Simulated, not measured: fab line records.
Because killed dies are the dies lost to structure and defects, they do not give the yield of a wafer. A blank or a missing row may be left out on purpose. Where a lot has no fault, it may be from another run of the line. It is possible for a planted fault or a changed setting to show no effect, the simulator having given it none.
Split-lot trial / flow n5-finfet / on a route of 1938 steps: 7 lots, 39 wafers read

SPLIT DETAILS
At N5_DUMMY_GATE_ETCH_31 (etches SiO2 in C4F6/O2, target depth 82.5 nm, time 27.5 s), the setting target-depth-a was moved away from the recipe's 825 angstrom on 12 of the 39 wafers read, by -12.9% to +4.2%. The other wafers ran this setting at the recipe's value.

Reading taken at the split's own step.

THE READING
etch.depth-nm (the simulator's own value, which no gauge read), in nm, at N5_DUMMY_GATE_ETCH_31 (etches SiO2 in C4F6/O2, target depth 82.5 nm, time 27.5 s). The file does not state a usual value for it. The 27 wafers here that ran the recipe average 81.80 nm, standard deviation 1.6 nm.

wafer=L080.1; tool, chamber at the split=rie-diel-02, 0; target-depth-a as run, angstrom=718.4; against the recipe=-12.9%; etch.depth-nm, nm=70.32; against lot-mates on the recipe=-10.68
wafer=L080.2; tool, chamber at the split=rie-diel-02, 2; target-depth-a as run, angstrom=825; against the recipe=recipe; etch.depth-nm, nm=79.4; against lot-mates on the recipe=-
wafer=L080.3; tool, chamber at the split=rie-diel-02, 3; target-depth-a as run, angstrom=718.4; against the recipe=-12.9%; etch.depth-nm, nm=72.1; against lot-mates on the recipe=-8.90
wafer=L080.4; tool, chamber at the split=rie-diel-02, 1; target-depth-a as run, angstrom=825; against the recipe=recipe; etch.depth-nm, nm=81.65; against lot-mates on the recipe=-
wafer=L080.5; tool, chamber at the split=rie-diel-02, 0; target-depth-a as run, angstrom=718.4; against the recipe=-12.9%; etch.depth-nm, nm=70.15; against lot-mates on the recipe=-10.85
wafer=L080.6; tool, chamber at the split=rie-diel-02, 1; target-depth-a as run, angstrom=825; against the recipe=recipe; etch.depth-nm, nm=81.94; against lot-mates on the recipe=-
wafer=L084.1; tool, chamber at the split=rie-diel-03, 1; target-depth-a as run, angstrom=825; against the recipe=recipe; etch.depth-nm, nm=81.27; against lot-mates on the recipe=-
wafer=L084.2; tool, chamber at the split=rie-diel-03, 0; target-depth-a as run, angstrom=825; against the recipe=recipe; etch.depth-nm, nm=83.04; against lot-mates on the recipe=-
wafer=L084.3; tool, chamber at the split=rie-diel-03, 2; target-depth-a as run, angstrom=825; against the recipe=recipe; etch.depth-nm, nm=83.5; against lot-mates on the recipe=-
wafer=L084.4; tool, chamber at the split=rie-diel-03, 3; target-depth-a as run, angstrom=825; against the recipe=recipe; etch.depth-nm, nm=80.53; against lot-mates on the recipe=-
wafer=L084.5; tool, chamber at the split=rie-diel-03, 2; target-depth-a as run, angstrom=825; against the recipe=recipe; etch.depth-nm, nm=82.82; against lot-mates on the recipe=-
wafer=L084.6; tool, chamber at the split=rie-diel-03, 1; target-depth-a as run, angstrom=825; against the recipe=recipe; etch.depth-nm, nm=81.23; against lot-mates on the recipe=-
wafer=L085.1; tool, chamber at the split=rie-diel-02, 3; target-depth-a as run, angstrom=825; against the recipe=recipe; etch.depth-nm, nm=82.76; against lot-mates on the recipe=-
wafer=L085.2; tool, chamber at the split=rie-diel-02, 2; target-depth-a as run, angstrom=825; against the recipe=recipe; etch.depth-nm, nm=79.76; against lot-mates on the recipe=-
wafer=L085.3; tool, chamber at the split=rie-diel-02, 1; target-depth-a as run, angstrom=859.4; against the recipe=+4.2%; etch.depth-nm, nm=84.25; against lot-mates on the recipe=+3.60
wafer=L085.4; tool, chamber at the split=rie-diel-02, 0; target-depth-a as run, angstrom=825; against the recipe=recipe; etch.depth-nm, nm=79.43; against lot-mates on the recipe=-
wafer=L085.5; tool, chamber at the split=rie-diel-02, 0; target-depth-a as run, angstrom=859.4; against the recipe=+4.2%; etch.depth-nm, nm=81.91; against lot-mates on the recipe=+1.26
wafer=L085.6; tool, chamber at the split=rie-diel-02, 3; target-depth-a as run, angstrom=859.4; against the recipe=+4.2%; etch.depth-nm, nm=85.92; against lot-mates on the recipe=+5.27
wafer=L090.1; tool, chamber at the split=rie-diel-02, 1; target-depth-a as run, angstrom=825; against the recipe=recipe; etch.depth-nm, nm=81.42; against lot-mates on the recipe=-
wafer=L090.2; tool, chamber at the split=rie-diel-02, 0; target-depth-a as run, angstrom=825; against the recipe=recipe; etch.depth-nm, nm=79.64; against lot-mates on the recipe=-
wafer=L090.3; tool, chamber at the split=rie-diel-02, 3; target-depth-a as run, angstrom=825; against the recipe=recipe; etch.depth-nm, nm=83.55; against lot-mates on the recipe=-
wafer=L090.4; tool, chamber at the split=rie-diel-02, 2; target-depth-a as run, angstrom=724.5; against the recipe=-12.2%; etch.depth-nm, nm=70.86; against lot-mates on the recipe=-10.68
wafer=L090.5; tool, chamber at the split=rie-diel-02, 1; target-depth-a as run, angstrom=724.5; against the recipe=-12.2%; etch.depth-nm, nm=71.74; against lot-mates on the recipe=-9.80
wafer=L090.6; tool, chamber at the split=rie-diel-02, 0; target-depth-a as run, angstrom=724.5; against the recipe=-12.2%; etch.depth-nm, nm=70.37; against lot-mates on the recipe=-11.17
wafer=L091.1; tool, chamber at the split=rie-diel-02, 3; target-depth-a as run, angstrom=825; against the recipe=recipe; etch.depth-nm, nm=84.19; against lot-mates on the recipe=-
wafer=L091.2; tool, chamber at the split=rie-diel-02, 1; target-depth-a as run, angstrom=825; against the recipe=recipe; etch.depth-nm, nm=81.21; against lot-mates on the recipe=-
wafer=L091.3; tool, chamber at the split=rie-diel-02, 0; target-depth-a as run, angstrom=746.1; against the recipe=-9.6%; etch.depth-nm, nm=72.08; against lot-mates on the recipe=-10.09
wafer=L091.4; tool, chamber at the split=rie-diel-02, 2; target-depth-a as run, angstrom=746.1; against the recipe=-9.6%; etch.depth-nm, nm=71.96; against lot-mates on the recipe=-10.21
wafer=L091.5; tool, chamber at the split=rie-diel-02, 1; target-depth-a as run, angstrom=825; against the recipe=recipe; etch.depth-nm, nm=81.11; against lot-mates on the recipe=-
wafer=L091.6; tool, chamber at the split=rie-diel-02, 2; target-depth-a as run, angstrom=746.1; against the recipe=-9.6%; etch.depth-nm, nm=71.49; against lot-mates on the recipe=-10.68
wafer=L095.1; tool, chamber at the split=rie-diel-02, 1; target-depth-a as run, angstrom=825; against the recipe=recipe; etch.depth-nm, nm=79.68; against lot-mates on the recipe=-
wafer=L095.2; tool, chamber at the split=rie-diel-02, 0; target-depth-a as run, angstrom=825; against the recipe=recipe; etch.depth-nm, nm=83.55; against lot-mates on the recipe=-
wafer=L095.3; tool, chamber at the split=rie-diel-02, 3; target-depth-a as run, angstrom=825; against the recipe=recipe; etch.depth-nm, nm=82.82; against lot-mates on the recipe=-
wafer=L095.4; tool, chamber at the split=rie-diel-02, 2; target-depth-a as run, angstrom=825; against the recipe=recipe; etch.depth-nm, nm=78.88; against lot-mates on the recipe=-
wafer=L095.5; tool, chamber at the split=rie-diel-02, 0; target-depth-a as run, angstrom=825; against the recipe=recipe; etch.depth-nm, nm=82.54; against lot-mates on the recipe=-
wafer=L095.6; tool, chamber at the split=rie-diel-02, 3; target-depth-a as run, angstrom=825; against the recipe=recipe; etch.depth-nm, nm=83.43; against lot-mates on the recipe=-
wafer=L096.2; tool, chamber at the split=rie-diel-01, 3; target-depth-a as run, angstrom=825; against the recipe=recipe; etch.depth-nm, nm=84.31; against lot-mates on the recipe=-
wafer=L096.5; tool, chamber at the split=rie-diel-01, 3; target-depth-a as run, angstrom=825; against the recipe=recipe; etch.depth-nm, nm=84.25; against lot-mates on the recipe=-
wafer=L096.6; tool, chamber at the split=rie-diel-01, 2; target-depth-a as run, angstrom=825; against the recipe=recipe; etch.depth-nm, nm=80.57; against lot-mates on the recipe=-

FIT RESULTS
A straight line over all 39 wafers: etch.depth-nm changes by +0.874 nm for each +1% of target-depth-a; r = +0.95; the points scatter about the line by 1.6 nm.
The same after taking each lot's own level away (the mean of its wafers on the recipe; 39 wafers): +0.872 nm for each +1%; r = +0.95; scatter 1.5 nm.
The reading moves by 11 nm for the largest change in target-depth-a, on that fit.
The lots' own levels span 80.650 to 83.043 nm, that is 1.5 times the standard deviation above.
The two slopes are in agreement: the lot-to-lot level therefore moves the slope only a little.
Check: -11.4 nm against its lot-mates is what the line predicts for one of the wafers moved furthest among these (-12.9%) when that wafer is left out of the fit. Against them it came out at -10.7 nm.

OTHER SPLITS APPLIED TO THESE WAFERS
Before the reading, these wafers also passed through other splits. Each is held against what the fit with the lots' levels taken away leaves over:
other split on the same wafers=N5_FIN_SAQP_HM_DEP_03 time-s; wafers away from the commonest value=12; r with etch.depth-nm (lot level and that fit taken away)=-0.33
other split on the same wafers=N5_FIN_SAQP_SPACER2_ALD_28 temp-c; wafers away from the commonest value=12; r with etch.depth-nm (lot level and that fit taken away)=+0.10
other split on the same wafers=N5_DUMMY_GATE_EXPOSE_12 dose-mj; wafers away from the commonest value=15; r with etch.depth-nm (lot level and that fit taken away)=-0.07

FILE'S OWN FIT
etch.depth-nm changes by +0.878 nm for each +1% of target-depth-a, r = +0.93.
